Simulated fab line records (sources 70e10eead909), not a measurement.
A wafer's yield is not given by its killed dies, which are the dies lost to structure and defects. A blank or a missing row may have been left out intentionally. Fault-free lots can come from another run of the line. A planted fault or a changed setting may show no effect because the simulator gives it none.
Which tool did it? | flow nandHarc | 24 lots with 72 wafers sampled at 4 steps, on a route of 1302 steps

WHAT THE GAUGES SHOWED, per wafer
NHARC_A_CONTACT_CD_MEAS_69: the cd target is 300 nm.
lot  | measured     | on       | cdNm (nm)
L074 | day 22 01:35 | cdSem-01 | 299.2 300.3 300.4
L076 | day 22 13:49 | cdSem-02 | 299.6 300.2 298.8
L075 | day 22 16:35 | cdSem-03 | 299.7 299.3 299.4
L077 | day 23 04:36 | cdSem-01 | 299.9 300.0 299.5
L079 | day 23 11:06 | cdSem-03 | 299.1 298.4 299.4
L078 | day 23 12:41 | cdSem-02 | 300.0 300.1 299.9
L080 | day 24 03:20 | cdSem-03 | 300.6 299.0 299.5
L082 | day 25 01:28 | cdSem-01 | 300.4 300.4 300.1
L083 | day 25 10:20 | cdSem-01 | 301.0 301.2 301.1
L081 | day 25 19:37 | cdSem-01 | 298.8 299.4 299.4
L084 | day 26 09:08 | cdSem-02 | 300.3 299.9 299.7
L085 | day 26 11:53 | cdSem-03 | 302.0 300.8 300.8
L086 | day 27 05:12 | cdSem-02 | 300.4 300.6 301.0
L087 | day 27 13:19 | cdSem-01 | 299.5 299.1 300.3
L088 | day 27 22:11 | cdSem-02 | 300.8 300.6 301.1
L090 | day 28 16:49 | cdSem-03 | 300.9 300.9 300.6
L089 | day 28 22:02 | cdSem-02 | 301.2 301.6 301.2
L092 | day 29 16:17 | cdSem-01 | 299.5 300.3 300.0
L091 | day 29 16:37 | cdSem-03 | 300.6 301.2 301.1
L094 | day 30 00:28 | cdSem-03 | 299.4 299.5 299.3
L093 | day 30 01:04 | cdSem-02 | 300.7 301.3 301.6
L095 | day 30 17:37 | cdSem-03 | 300.7 301.2 300.8
L096 | day 31 08:50 | cdSem-02 | 300.4 300.0 299.7
L097 | day 32 04:55 | cdSem-02 | 300.0 300.7 300.4

EACH LOT AND THE TOOL THAT RAN IT (in order: tool; ch and the chambers of the sampled wafers; start)
lot  | NHARC_A_CONTACT_ETCH_114           | NHARC_A_CONTACT_ETCH_119           | NHARC_A_CONTACT_DEP_58
L074 | harCapEtch-03 ch 0,1, day 21 17:36 | harCapEtch-03 ch 0,1, day 21 18:28 | pecvd-04 ch 0,1, day 22 00:52
L076 | harCapEtch-02 ch 0,1, day 22 06:08 | harCapEtch-02 ch 0,1, day 22 07:00 | pecvd-01 ch 1,2, day 22 13:09
L075 | harCapEtch-02 ch 0, day 22 08:43   | harCapEtch-02 ch 0, day 22 09:34   | pecvd-04 ch 0,1, day 22 15:52
L077 | harCapEtch-02 ch 0,1, day 22 18:17 | harCapEtch-02 ch 0,1, day 22 19:26 | pecvd-02 ch 0,2, day 23 03:53
L079 | harCapEtch-01 ch 0,1, day 23 00:47 | harCapEtch-01 ch 0,1, day 23 01:38 | pecvd-04 ch 0,2, day 23 10:21
L078 | harCapEtch-02 ch 0,1, day 23 02:26 | harCapEtch-02 ch 0,1, day 23 03:17 | pecvd-01 ch 0,1, day 23 11:57
L080 | harCapEtch-03 ch 0,1, day 23 19:29 | harCapEtch-03 ch 0,1, day 23 20:20 | pecvd-02 ch 0,1,2, day 24 02:39
L082 | harCapEtch-02 ch 0,1, day 24 17:58 | harCapEtch-02 ch 0,1, day 24 18:49 | pecvd-01 ch 0,2, day 25 00:55
L083 | harCapEtch-01 ch 0,1, day 25 02:32 | harCapEtch-01 ch 0,1, day 25 03:23 | pecvd-02 ch 0,2, day 25 09:37
L081 | harCapEtch-02 ch 0,1, day 25 11:16 | harCapEtch-02 ch 0,1, day 25 12:08 | pecvd-01 ch 0,1,2, day 25 18:55
L084 | harCapEtch-01 ch 0,1, day 26 01:15 | harCapEtch-01 ch 0,1, day 26 02:07 | pecvd-04 ch 1,2, day 26 08:32
L085 | harCapEtch-02 ch 0,1, day 26 02:31 | harCapEtch-02 ch 0,1, day 26 03:22 | pecvd-04 ch 0,1,2, day 26 11:10
L086 | harCapEtch-03 ch 0,1, day 26 19:22 | harCapEtch-03 ch 0,1, day 26 20:13 | pecvd-02 ch 0,1, day 27 04:29
L087 | harCapEtch-03 ch 0,1, day 27 05:18 | harCapEtch-03 ch 0,1, day 27 06:10 | pecvd-02 ch 0,1, day 27 12:44
L088 | harCapEtch-02 ch 0,1, day 27 12:43 | harCapEtch-02 ch 0,1, day 27 13:34 | pecvd-01 ch 0,2, day 27 21:32
L090 | harCapEtch-02 ch 0,1, day 28 08:58 | harCapEtch-02 ch 0,1, day 28 10:06 | pecvd-04 ch 0,2, day 28 16:13
L089 | harCapEtch-03 ch 0,1, day 28 12:52 | harCapEtch-03 ch 0,1, day 28 13:43 | pecvd-04 ch 0,2, day 28 21:20
L092 | harCapEtch-01 ch 0,1, day 29 04:58 | harCapEtch-01 ch 0,1, day 29 05:49 | pecvd-04 ch 0,1,2, day 29 15:41
L091 | harCapEtch-03 ch 0,1, day 29 04:58 | harCapEtch-03 ch 0,1, day 29 06:06 | pecvd-01 ch 0,1,2, day 29 15:56
L094 | harCapEtch-01 ch 1, day 29 15:20   | harCapEtch-01 ch 1, day 29 16:28   | pecvd-02 ch 1,2, day 29 23:46
L093 | harCapEtch-03 ch 0,1, day 29 15:58 | harCapEtch-03 ch 0,1, day 29 17:07 | pecvd-04 ch 1,2, day 30 00:22
L095 | harCapEtch-01 ch 0,1, day 30 09:46 | harCapEtch-01 ch 0,1, day 30 10:47 | pecvd-02 ch 0,2, day 30 17:05
L096 | harCapEtch-01 ch 0,1, day 31 01:14 | harCapEtch-01 ch 0,1, day 31 02:05 | pecvd-04 ch 1,2, day 31 08:08
L097 | harCapEtch-03 ch 0,1, day 31 18:38 | harCapEtch-03 ch 0,1, day 31 19:46 | pecvd-02 ch 0,1,2, day 32 04:13
- NHARC_A_CONTACT_ETCH_114: etches the open film in C4F8/O2/Ar, time 190 s, target depth 1850 nm.
- NHARC_A_CONTACT_ETCH_119: etches the open film in C4F8/O2/Ar, time 190 s, target depth 1850 nm.
- NHARC_A_CONTACT_DEP_58: deposits SiON, target thk 90 nm.

WHAT THE TOOLS THEMSELVES READ (means of the sampled wafers that have a number; where no wafer has one, the mark that the record gives instead)
NHARC_A_CONTACT_ETCH_114.
lot  | tool          | chamberPressureMTorr (mTorr)
L074 | harCapEtch-03 | 20.006
L076 | harCapEtch-02 | 19.987
L075 | harCapEtch-02 | 19.985
L077 | harCapEtch-02 | 20.002
L079 | harCapEtch-01 | 20.005
L078 | harCapEtch-02 | 20.009
L080 | harCapEtch-03 | 19.983
L082 | harCapEtch-02 | 20.008
L083 | harCapEtch-01 | 20.008
L081 | harCapEtch-02 | 20.014
L084 | harCapEtch-01 | 20.001
L085 | harCapEtch-02 | 19.995
L086 | harCapEtch-03 | 20.004
L087 | harCapEtch-03 | 20.006
L088 | harCapEtch-02 | 19.980
L090 | harCapEtch-02 | 20.017
L089 | harCapEtch-03 | 20.007
L092 | harCapEtch-01 | 19.983
L091 | harCapEtch-03 | 19.985
L094 | harCapEtch-01 | 20.010
L093 | harCapEtch-03 | 20.013
L095 | harCapEtch-01 | 19.993
L096 | harCapEtch-01 | 19.981
L097 | harCapEtch-03 | 19.976

NHARC_A_CONTACT_ETCH_119.
lot  | tool          | chamberPressureMTorr (mTorr)
L074 | harCapEtch-03 | 20.019
L076 | harCapEtch-02 | 19.989
L075 | harCapEtch-02 | 19.987
L077 | harCapEtch-02 | 19.993
L079 | harCapEtch-01 | 19.993
L078 | harCapEtch-02 | 19.985
L080 | harCapEtch-03 | 19.989
L082 | harCapEtch-02 | 19.996
L083 | harCapEtch-01 | 19.982
L081 | harCapEtch-02 | 20.015
L084 | harCapEtch-01 | 20.013
L085 | harCapEtch-02 | 19.970
L086 | harCapEtch-03 | 19.998
L087 | harCapEtch-03 | 20.020
L088 | harCapEtch-02 | 19.999
L090 | harCapEtch-02 | 20.002
L089 | harCapEtch-03 | 19.992
L092 | harCapEtch-01 | 20.011
L091 | harCapEtch-03 | 19.975
L094 | harCapEtch-01 | 19.987
L093 | harCapEtch-03 | 20.000
L095 | harCapEtch-01 | 19.989
L096 | harCapEtch-01 | 19.989
L097 | harCapEtch-03 | 19.996

NHARC_A_CONTACT_DEP_58.
lot  | tool     | heaterPowerOuterW (W) | heaterPowerW (W)
L074 | pecvd-04 | 438                   | 760
L076 | pecvd-01 | 435                   | 723
L075 | pecvd-04 | 465                   | 763
L077 | pecvd-02 | 339                   | 601
L079 | pecvd-04 | 394                   | 670
L078 | pecvd-01 | 445                   | 721
L080 | pecvd-02 | 453                   | 716
L082 | pecvd-01 | 462                   | 703
L083 | pecvd-02 | 387                   | 646
L081 | pecvd-01 | 467                   | 783
L084 | pecvd-04 | 347                   | 664
L085 | pecvd-04 | 382                   | 682
L086 | pecvd-02 | 562                   | 885
L087 | pecvd-02 | 454                   | 753
L088 | pecvd-01 | 515                   | 786
L090 | pecvd-04 | 349                   | 617
L089 | pecvd-04 | 368                   | 641
L092 | pecvd-04 | 367                   | 652
L091 | pecvd-01 | 462                   | 741
L094 | pecvd-02 | 460                   | 740
L093 | pecvd-04 | 377                   | 691
L095 | pecvd-02 | 372                   | 627
L096 | pecvd-04 | 329                   | 618
L097 | pecvd-02 | 431                   | 715

THE ANSWER, worked out from the rows above alone
Rule: what is usual is taken from the lots themselves. The widest of any qualifying gaps counts: lots, ordered by their means at a reading, are off when they make up no more than a third of the lots, leave a main group of 4 or more, and stand apart from it by 3 or more times the standard deviation of that group's means. Not used: any main group whose means are identical at the precision the tables above print for the reading. A lot without any number at a reading at which 4 lots or more have one is off too. Where the step has rows for the other lots, those lots are counted as sound. After the gauges, taken in route order, come the tools' own readings; for these a lot's mean is taken, as printed above. At the first step where some lot is off, the reading lying furthest off is the one used; lots without a number count as furthest.
No lot is off at any reading shown: from this, nothing can be told.

WHAT HAD BEEN PUT IN BY THE SIMULATOR
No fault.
